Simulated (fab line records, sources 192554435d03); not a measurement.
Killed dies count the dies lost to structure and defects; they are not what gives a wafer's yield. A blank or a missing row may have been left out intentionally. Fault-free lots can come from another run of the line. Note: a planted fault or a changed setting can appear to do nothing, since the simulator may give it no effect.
fab line records | flow n5_finfet
[record] lots = 10 wafers = 30 last_day = 19
route steps=1938 shown BEOL_M6@1238 MIM_BOT_ETCH@1866 PAD_METAL@1895 PASSIVATION@1906
lots that met no fault: taken from a fault-free run of the same line
start_h: hours from the record's opening day to when the first of the lot's shown wafers began | wait_h: hours elapsed since this lot's preceding step | " same as the row above | L1.1+2: a single row standing in for several wafers | - no value present, or no start provided | * or withheld: withheld | < > ~ a bound
route shown NAME@n: names a module that has steps shown in the file, with the first one's number in the route | usual: the fault-free wafers' mean and standard deviation | same: alike in all rows | chamber/n: place in a boat | sites: the reading at each site | _std_site: their standard deviation | _edge_site: inner sites' mean taken away from outer sites' mean | radius_mm: how far each site lies from the wafer's centre | mask NAME#n: copy n | behind: the last tool/chamber to shape the wafer | hold: the reason the lot was held/the length of the hold in hours/how it ended | device: the transistor (n, p or np) that didn't switch | end of line: at the end of the route, the tests of the same wafers | where a step has no rows: the recipe by itself | killed: dies that structure and defects cost at the first sort, which is not the same as the wafer's yield | map: dies across one wafer; x = killed, . = not, _ = none there
set.NAME: setting as actually run; set.NAME@STEP: the setting as run at that earlier step | model.NAME: the simulator's own value behind a step, which no gauge read
a sample of lots followed through the steps of the route, with each step as a table and each wafer as a row
services: a tool's chamber out of use, with start hour (start_h, from the record's first day; less than 0 if before it), hours out, and reason
[[steps]]
[step N5_BEOL_M6_STRIP_36]
[recipe] chemistry = N2/H2 power_w = 450 temp_c = 40 pressure_mtorr = 20 rf_frequency_hz = 6e+07 overash_fraction = 0.3 bias_power_w = 7 h2_frac = 0.5 n2_flow_sccm = 200 h2_flow_sccm = 200
[usual] chamber_pressure_mTorr = 20.00/0.032 drypump_motor_current_A = 6.0/0.52 oes_product_au = 0.78/0.07 rf_vpp_V = 59.4/1.4 showerhead_plenum_p_Torr = 2.60/0.075 temp_c = 40.01/0.1 throttle_valve_pct = 23.6/0.31
// columns lot.wafer tool chamber start_h wait_h chamber_pressure_mTorr drypump_motor_current_A oes_product_au rf_hours_counter_h rf_vpp_V showerhead_plenum_p_Torr temp_c throttle_valve_pct
L261.2 rie_diel-03 2 240.33 0.0 20.04 5.8 0.86 53 59.7 2.70 40.02 24.0
L261.3 " 3 " " 20.00 6.1 0.74 179 61.5 2.52 39.90 23.6
L261.5 " 2 " " 20.01 5.8 0.85 - 60.1 2.70 40.09 24.1
L259.1 rie_diel-03 1 240.73 0.0 19.98 6.7 0.72 198 61.4 2.63 40.01 23.2
L259.2 " 0 " " 19.99 6.4 0.89 26 58.3 2.59 39.97 23.4
L259.5 " 1 " " 19.96 6.7 0.73 - 57.9 2.63 40.18 23.2
L262.1 rie_diel-02 1 245.11 0.0 20.04 5.0 0.86 60 59.9 2.48 40.05 23.8
L262.2 " 0 " " 20.04 6.2 0.71 203 58.2 2.62 39.90 23.6
L262.4 " 3 " " 20.01 5.8 0.81 114 61.7 2.66 40.05 24.0
L265.1 rie_diel-05 1 262.08 0.0 19.96 4.9 0.84 81 56.4 2.45 40.09 23.2
L265.3 " 0 " " 19.99 5.7 0.72 159 59.3 2.65 39.93 24.0
L265.4 " 1 " " 20.02 4.9 0.83 - 59.0 2.45 40.10 23.2
L267.2 rie_diel-03 2 275.83 0.0 20.02 5.8 0.82 66 62.8 2.69 39.67 24.1
L267.4 " 1 " " 19.98 6.7 0.71 210 62.4 2.62 40.20 23.2
L267.6 " 2 " " 20.04 5.8 0.83 - 60.2 2.69 40.02 24.1
L268.1 rie_diel-03 3 289.11 0.0 19.95 6.2 0.74 198 62.0 2.51 39.84 23.7
L268.4 " 0 " " 19.99 6.4 0.85 41 59.0 2.58 39.96 23.5
L268.5 " 3 " " 20.00 6.1 0.72 - 62.3 2.51 39.96 23.7
L270.1 rie_diel-03 1 291.11 0.0 19.97 6.7 0.71 216 59.5 2.62 39.90 23.2
L270.2 " 0 " " 20.03 6.4 0.84 42 59.3 2.58 39.98 23.4
L270.5 " 1 " " 20.01 6.7 0.70 - 59.3 2.62 39.84 23.2
L275.1 rie_diel-03 0 323.27 0.0 20.02 6.4 0.84 56 61.1 2.58 40.02 23.5
L275.5 " 0 " " 20.01 6.4 0.83 - 61.4 2.58 40.16 23.5
L275.6 " 3 " " 20.03 6.1 0.72 - 59.5 2.51 40.06 23.7
L278.2 rie_diel-03 0 335.96 0.0 19.98 6.4 0.82 64 60.5 2.57 40.02 23.5
L278.5 " 2 " " 20.03 5.8 0.80 - 57.9 2.68 40.14 24.1
L278.6 " 1 " " 20.00 6.7 0.69 - 62.2 2.61 39.99 23.2
L279.1 rie_diel-03 2 345.93 0.0 20.00 5.8 0.79 98 57.6 2.68 39.97 24.1
L279.3 " 1 " " 20.03 6.7 0.68 236 59.3 2.61 40.00 23.3
L279.4 " 0 " " 19.97 6.4 0.82 68 58.7 2.57 40.04 23.5
[step N5_MIM_BOT_ETCH_ETCH_04]
[recipe] chemistry = CF4/O2 target = SiNx target_depth_a = 260 time_s = 13 ion_energy_ev = 100 pressure_mtorr = 40 source_w = 535 bias_w = 49 Ar_flow_sccm = 100 cf4_flow_sccm = 100 O2_flow_sccm = 10
[usual] chamber_pressure_mTorr = 40.00/0.037 drypump_motor_current_A = 6.0/0.51 oes_o_777_au = 0.79/0.077 oes_product_au = 0.79/0.081 rf_vpp_V = 242.0/2.7 showerhead_plenum_p_Torr = 2.24/0.06 throttle_valve_pct = 15.97/0.23
// columns lot.wafer tool chamber start_h wait_h chamber_pressure_mTorr drypump_motor_current_A oes_o_777_au oes_product_au rf_hours_counter_h rf_vpp_V showerhead_plenum_p_Torr throttle_valve_pct
L261.2 rie_diel-05 3 319.01 0.0 39.91 6.4 0.69 0.68 239 243.5 2.26 16.30
L261.3 " 1 " " 39.96 4.9 0.83 0.81 95 238.6 2.14 15.83
L261.5 " 2 " " 40.00 5.9 0.91 0.91 - 243.4 2.25 15.52
L259.1 rie_diel-02 3 324.50 0.0 40.00 5.8 0.77 0.79 141 245.0 2.30 16.20
L259.2 " 1 " " 39.95 5.0 0.82 0.80 85 240.0 2.14 15.92
L259.5 " 1 " " 39.96 5.0 0.81 0.80 - 239.3 2.14 15.91
L262.1 rie_diel-03 1 325.14 0.0 39.94 6.7 0.72 0.70 225 240.5 2.26 15.80
L262.2 " 0 " " 40.11 6.4 0.83 0.83 57 244.7 2.24 15.75
L262.4 " 3 " " 39.98 6.1 0.72 0.72 214 237.5 2.18 16.16
L265.1 rie_diel-05 1 347.50 0.0 39.98 4.9 0.83 0.79 103 239.9 2.13 15.84
L265.3 " 2 " " 40.00 5.9 0.89 0.88 24 242.3 2.25 15.52
L265.4 " 2 " " 40.01 5.9 0.89 0.88 - 242.6 2.25 15.51
L267.2 rie_diel-05 3 359.39 0.0 40.02 6.4 0.68 0.68 250 242.6 2.26 16.33
L267.4 " 1 " " 40.03 4.9 0.82 0.80 - 239.6 2.13 15.86
L267.6 " 3 " " 40.00 6.4 0.68 0.68 - 242.1 2.26 16.33
L268.1 rie_diel-02 0 370.88 0.0 40.05 6.2 0.67 0.67 249 245.1 2.27 16.18
L268.4 " 1 " " 39.97 5.0 0.79 0.80 103 239.4 2.13 15.95
L268.5 " 2 " " 39.99 6.1 0.82 0.84 - 243.0 2.32 15.99
L270.1 rie_diel-03 1 378.77 0.0 40.00 6.7 0.70 0.68 248 243.8 2.25 15.84
L270.2 " 3 " " 40.05 6.1 0.71 0.70 233 238.7 2.18 16.20
L270.5 " 1 " " 40.02 6.7 0.69 0.68 - 240.9 2.25 15.86
L275.1 rie_diel-03 2 407.29 0.0 39.94 5.8 0.77 0.77 122 239.8 2.30 16.23
L275.5 " 3 " " 40.01 6.1 0.71 0.70 - 238.4 2.17 16.22
L275.6 " 0 " " 39.96 6.4 0.79 0.80 - 246.5 2.23 15.83
L278.2 rie_diel-03 1 413.26 0.0 40.02 6.7 0.98 1.00 1 242.1 2.25 15.38
L278.5 " 1 " " 39.94 6.7 0.98 0.99 - 241.1 2.25 15.36
L278.6 " 0 " " 39.94 6.4 0.79 0.79 - 242.8 2.23 15.83
L279.1 rie_diel-05 3 442.76 0.0 39.98 6.4 0.91 0.91 21 242.9 2.25 15.90
L279.3 " 0 " " 40.03 5.7 0.68 0.69 216 242.7 2.27 16.29
L279.4 " 2 " " 39.99 5.9 0.83 0.82 61 242.0 2.24 15.59
[step N5_PASSIVATION_SPUTTER_20]
[recipe] material = TaN target_thk_a = 500 temp_c = 25 chamber_pressure_pa = 0.4
[usual] throttle_valve_pct = 30.2/0.83
// columns lot.wafer tool chamber start_h wait_h throttle_valve_pct
L261.2 pvd_sputter-03 - 324.05 0.0 29.9
L261.3 " - " " 31.9
L261.5 " - " " 29.5
L259.1 pvd_sputter-02 - 329.46 0.0 30.1
L259.2 " - " " 29.6
L259.5 " - " " 29.6
L262.1 pvd_sputter-03 - 331.62 0.0 29.9
L262.2 " - " " 32.5
L262.4 " - " " 29.5
L265.1 pvd_sputter-01 - 351.56 0.0 30.4
L265.3 " - " " 30.4
L265.4 " - " " 30.8
L267.2 pvd_sputter-01 - 363.70 0.0 30.7
L267.4 " - " " 30.2
L267.6 " - " " 30.4
L268.1 pvd_sputter-01 - 375.47 0.0 31.1
L268.4 " - " " 30.1
L268.5 " - " " 30.4
L270.1 pvd_sputter-01 - 383.33 0.0 30.1
L270.2 " - " " 31.0
L270.5 " - " " 30.7
L275.1 pvd_sputter-02 - 411.27 0.0 29.2
L275.5 " - " " 29.9
L275.6 " - " " 28.9
L278.2 pvd_sputter-02 - 418.24 0.0 30.2
L278.5 " - " " 29.5
L278.6 " - " " 29.8
L279.1 pvd_sputter-01 - 446.70 0.0 30.9
L279.3 " - " " 30.3
L279.4 " - " " 30.6
[step N5_PASSIVATION_OVL_MEAS_63]
[recipe] points_per_wafer = 44
[usual] PAD_OVL = 1/5
// columns lot.wafer tool chamber start_h wait_h PAD_OVL[nm]
L261.2 overlay-02 0 324.65 0.0 -4
L261.3 " 0 " " 0
L261.5 " 0 " " 0
L259.1 overlay-02 0 330.19 0.0 4
L259.2 " 0 " " -1
L259.5 " 0 " " 3
L262.1 overlay-02 0 332.22 0.0 5
L262.2 " 0 " " 12
L262.4 " 0 " " 10
L265.1 overlay-01 0 352.28 0.0 0
L265.3 " 0 " " -8
L265.4 " 0 " " 0
L267.2 overlay-01 0 364.30 0.0 5
L267.4 " 0 " " 5
L267.6 " 0 " " 6
L268.1 overlay-01 0 376.07 0.0 6
L268.4 " 0 " " 2
L268.5 " 0 " " 4
L270.1 overlay-02 0 384.05 0.0 -1
L270.2 " 0 " " 1
L270.5 " 0 " " -4
L275.1 overlay-02 0 411.87 0.0 4
L275.5 " 0 " " 1
L275.6 " 0 " " 6
L278.2 overlay-02 0 418.84 0.0 3
L278.5 " 0 " " 1
L278.6 " 0 " " 2
L279.1 overlay-01 0 447.43 0.0 7
L279.3 " 0 " " 0
L279.4 " 0 " " 5
[step N5_PASSIVATION_PROBE_49]
[usual] defect_limited_yield = 91.5/1.3 killed_at_M0_to_M3 = 33/10 killed_at_M4_up = 13/4 killed_at_contacts = 12/6.3 killed_at_front_end = 39/11 killed_at_other = 3.4/2.6 killed_dies = 100/15 killed_on_rim = 13/4 killed_open = 65/11 killed_short = 34/7.8 sort_bin_5_function = 5.0/0.89 sort_bin_6_memory = 3.2/0.58 sort_n_pass = 1080/15 sort_yield_pct = 91.5/1.3
[same] gross_dies = 1180 killed_at_back_side = 0 sort_bin_4_leakage[%] = 0 sort_bin_8_speed[%] = 0
// columns lot.wafer tool chamber start_h wait_h defect_limited_yield[%] killed_at_M0_to_M3 killed_at_M4_up killed_at_contacts killed_at_front_end killed_at_other killed_dies killed_on_rim killed_open killed_short sort_bin_5_function[%] sort_bin_6_memory[%] sort_n_pass sort_yield_pct[%]
L261.2 prober-01 - 330.52 0.1 91.5 31 23 21 23 2 100 9 69 31 5.2 3.1 1080 91.5
L261.3 prober-01 - 330.57 0.1 89.2 41 14 34 32 6 127 15 91 33 6.4 3.8 1053 89.2
L261.5 prober-01 - 330.67 0.2 90.8 35 11 28 26 8 108 9 73 35 5.0 4.1 1072 90.8
L265.1 prober-01 - 357.64 0.0 92.9 40 16 7 18 3 84 13 64 20 4.8 2.1 1096 92.9
L265.3 prober-01 - 357.74 0.1 93.9 14 9 10 37 2 72 5 44 27 4.1 1.9 1108 93.9
L265.4 prober-01 - 357.79 0.2 92.1 23 12 23 34 1 93 5 73 20 5.2 2.6 1087 92.1
L267.6 prober-01 - 369.62 0.3 91.0 38 10 23 31 4 106 12 73 32 5.3 3.3 1074 91.0
L270.1 prober-01 - 389.14 0.0 91.5 35 10 11 36 8 100 10 73 26 4.8 3.5 1080 91.5
L278.2 prober-02 - 423.86 0.1 87.5 27 55 16 42 8 148 31 66 36 7.1 4.7 1032 87.5
L278.5 prober-02 - 424.01 0.2 92.5 23 12 16 24 13 88 7 68 19 4.1 3.3 1092 92.5
L278.6 prober-02 - 424.06 0.3 93.6 29 10 9 22 5 75 9 48 27 2.9 3.2 1105 93.6
L279.1 prober-02 - 452.39 0.0 91.5 40 7 3 50 0 100 14 66 33 5.1 3.1 1080 91.5
L279.3 prober-02 - 452.49 0.1 90.3 36 12 12 49 5 114 21 72 40 6.3 2.9 1066 90.3
L279.4 prober-02 - 452.54 0.2 86.3 36 54 16 56 0 162 26 72 42 8.7 4.5 1018 86.3
// killed by level:class
L261.2 MOL_CONTACT_COAG:geometric_particle:open=18 BEOL_M3:geometric_particle:open=9 BEOL_M2:geometric_particle:open=6 BEOL_M4:geometric_particle:short=6 BEOL_M0_SAQP:geometric_particle:short=5 FIN_SAQP:geometric_particle:short=4 BEOL_M0:geometric_particle:open=4 BEOL_M5:geometric_particle:open=4
L261.3 MOL_CONTACT_COAG:geometric_particle:open=32 BEOL_M0_SAQP:geometric_particle:open=14 BEOL_M0_SAQP:geometric_particle:short=13 GATE_CUT:geometric_particle:short=11 BEOL_M2:geometric_particle:open=6 STARTING-WAFER:geometric_particle:open=6 DUMMY_GATE:geometric_particle:open=4 BEOL_M4:geometric_particle:open=4
L261.5 MOL_CONTACT_COAG:geometric_particle:open=23 BEOL_M0_SAQP:geometric_particle:short=8 STI_FIN_REVEAL:geometric_particle:open=7 BEOL_M0_SAQP:geometric_particle:open=6 MOL_CONTACT_COAG:geometric_particle:short=5 BEOL_M0:geometric_particle:open=5 BEOL_M1:geometric_particle:open=5 BEOL_M4:geometric_particle:open=5
L265.1 BEOL_M2:geometric_particle:open=12 STI_FIN_REVEAL:geometric_particle:open=8 BEOL_M8:geometric_particle:open=7 BEOL_M0_SAQP:geometric_particle:open=6 DUMMY_GATE:geometric_particle:open=5 BEOL_M0_SAQP:geometric_particle:short=5 BEOL_M1:geometric_particle:open=5 BEOL_M3:geometric_particle:open=5
L265.3 FIN_SAQP:geometric_particle:open=9 FIN_SAQP:geometric_particle:short=8 STI_FIN_REVEAL:geometric_particle:open=7 MOL_CONTACT_COAG:geometric_particle:open=7 GATE_CUT:geometric_particle:short=3 MOL_CONTACT_COAG:geometric_particle:short=3 BEOL_M0_SAQP:geometric_particle:open=3 BEOL_M0_SAQP:geometric_particle:short=3
L265.4 MOL_CONTACT_COAG:geometric_particle:open=20 STI_FIN_REVEAL:geometric_particle:open=12 BEOL_M3:geometric_particle:open=8 BEOL_M2:geometric_particle:open=7 FIN_SAQP:geometric_particle:open=5 BEOL_M3:geometric_particle:short=4 DUMMY_GATE:geometric_particle:short=3 MOL_CONTACT_COAG:geometric_particle:short=3
L267.6 MOL_CONTACT_COAG:geometric_particle:open=17 BEOL_M3:geometric_particle:open=12 BEOL_M0_SAQP:geometric_particle:open=10 FIN_SAQP:geometric_particle:short=9 FIN_SAQP:geometric_particle:open=8 STI_FIN_REVEAL:geometric_particle:open=7 MOL_CONTACT_COAG:geometric_particle:short=6 BEOL_M4:geometric_particle:open=5
L270.1 STI_FIN_REVEAL:geometric_particle:open=13 MOL_CONTACT_COAG:geometric_particle:open=9 BEOL_M3:geometric_particle:open=7 BEOL_M0_SAQP:geometric_particle:open=6 FIN_SAQP:geometric_particle:short=5 BEOL_M0:geometric_particle:open=5 BEOL_M1:geometric_particle:open=5 BEOL_M2:geometric_particle:open=5
L278.2 BEOL_M6:unspecified=45 MOL_CONTACT_COAG:geometric_particle:open=15 FIN_SAQP:geometric_particle:open=13 FIN_SAQP:geometric_particle:short=12 BEOL_M0_SAQP:geometric_particle:open=7 BEOL_M0_SAQP:geometric_particle:short=5 BEOL_M1:geometric_particle:open=5 GATE_CUT:geometric_particle:short=4
L278.5 MOL_CONTACT_COAG:geometric_particle:open=13 FIN_SAQP:geometric_particle:open=10 BEOL_M1:geometric_particle:open=9 BEOL_M5:geometric_particle:open=5 DUMMY_GATE:geometric_particle:open=4 BEOL_M0_SAQP:geometric_particle:short=4 MIM_BOT:geometric_particle:open=4 PAD_METAL:geometric_particle:open=4
L278.6 MOL_CONTACT_COAG:geometric_particle:open=7 BEOL_M0_SAQP:geometric_particle:short=5 BEOL_M1:geometric_particle:open=5 BEOL_M5:geometric_particle:open=5 BEOL_M0_SAQP:geometric_particle:open=4 FIN_SAQP:geometric_particle:open=3 FIN_SAQP:geometric_particle:short=3 STI_FIN_REVEAL:geometric_particle:open=3
L279.1 STI_FIN_REVEAL:geometric_particle:open=11 BEOL_M2:geometric_particle:open=11 FIN_SAQP:geometric_particle:open=10 BEOL_M0_SAQP:geometric_particle:open=7 DUMMY_GATE:geometric_particle:open=5 BEOL_M0_SAQP:geometric_particle:short=5 BEOL_M0:geometric_particle:open=5 FIN_SAQP:geometric_particle:short=4
L279.3 FIN_SAQP:geometric_particle:open=16 MOL_CONTACT_COAG:geometric_particle:open=9 BEOL_M0_SAQP:geometric_particle:short=8 BEOL_M2:geometric_particle:open=8 STI_FIN_REVEAL:geometric_particle:open=7 FIN_SAQP:geometric_particle:short=5 STI_FIN_REVEAL:geometric_particle:short=5 BEOL_M1:geometric_particle:open=5
L279.4 BEOL_M6:unspecified=47 STI_FIN_REVEAL:geometric_particle:open=19 MOL_CONTACT_COAG:geometric_particle:open=12 BEOL_M0_SAQP:geometric_particle:short=11 FIN_SAQP:geometric_particle:open=8 BEOL_M0_SAQP:geometric_particle:open=8 GATE_CUT:geometric_particle:short=6 FIN_SAQP:geometric_particle:short=4
[[services]]
// columns tool chamber start_h hours kind
rie_diel-03 1 222.81 2.7 repair
rie_diel-02 0 236.29 1.6 repair
rie_diel-05 2 248.47 1.5 repair
rie_diel-05 2 250.18 - clean
rie_diel-05 2 250.18 - consumable_replace:focus_ring
rie_diel-05 2 250.18 13.4 scheduled_down
rie_diel-03 0 253.76 5.9 repair
rie_diel-05 1 276.26 3.2 repair
pvd_sputter-01 - 283.92 0.7 repair
rie_diel-05 - 322.76 14.6 pm
rie_diel-05 0 341.64 21.4 repair
pvd_sputter-02 - 359.51 2.0 repair
rie_diel-05 1 364.89 25.3 repair
rie_diel-03 3 373.30 4.5 repair
rie_diel-02 0 377.03 1.3 repair
rie_diel-03 1 385.22 - clean
rie_diel-03 1 385.22 - consumable_replace:focus_ring
rie_diel-03 1 385.22 24.3 scheduled_down
rie_diel-03 1 385.22 24.3 vent_cycle
rie_diel-03 2 413.03 5.8 repair
rie_diel-03 3 421.35 - clean
rie_diel-03 3 421.35 - consumable_replace:focus_ring
rie_diel-03 3 421.35 14.0 scheduled_down
rie_diel-03 3 421.35 14.0 vent_cycle
[[key]]
[first_sign] step = N5_PASSIVATION_PROBE_49 reading = killed_at_M4_up direction = up sigmas = 10 usual = 13 struck = 54
[effect] step = N5_PASSIVATION_PROBE_49 reading = defect_limited_yield direction = down sigmas = 3.6 usual = 91.5 struck = 86.9
[more_kills_born_at] N5_BEOL_M6_STRIP_36@rie_diel-03 = 92
met_at N5_BEOL_M6_STRIP_36
struck_lots L278,L279
struck_wafers L278.2,L279.4
not_acting_at N5_MIM_BOT_ETCH_ETCH_04,N5_PASSIVATION_SPUTTER_20,N5_PASSIVATION_OVL_MEAS_63
onset_between 323.27 335.96
[fault] kind = chamber_particle_source tool = rie_diel-03 chamber = 0 onset_h = 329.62 steps = N5_BEOL_M6_STRIP_36 rate_per_visit_cm2 = 0.40273 end_h = 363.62
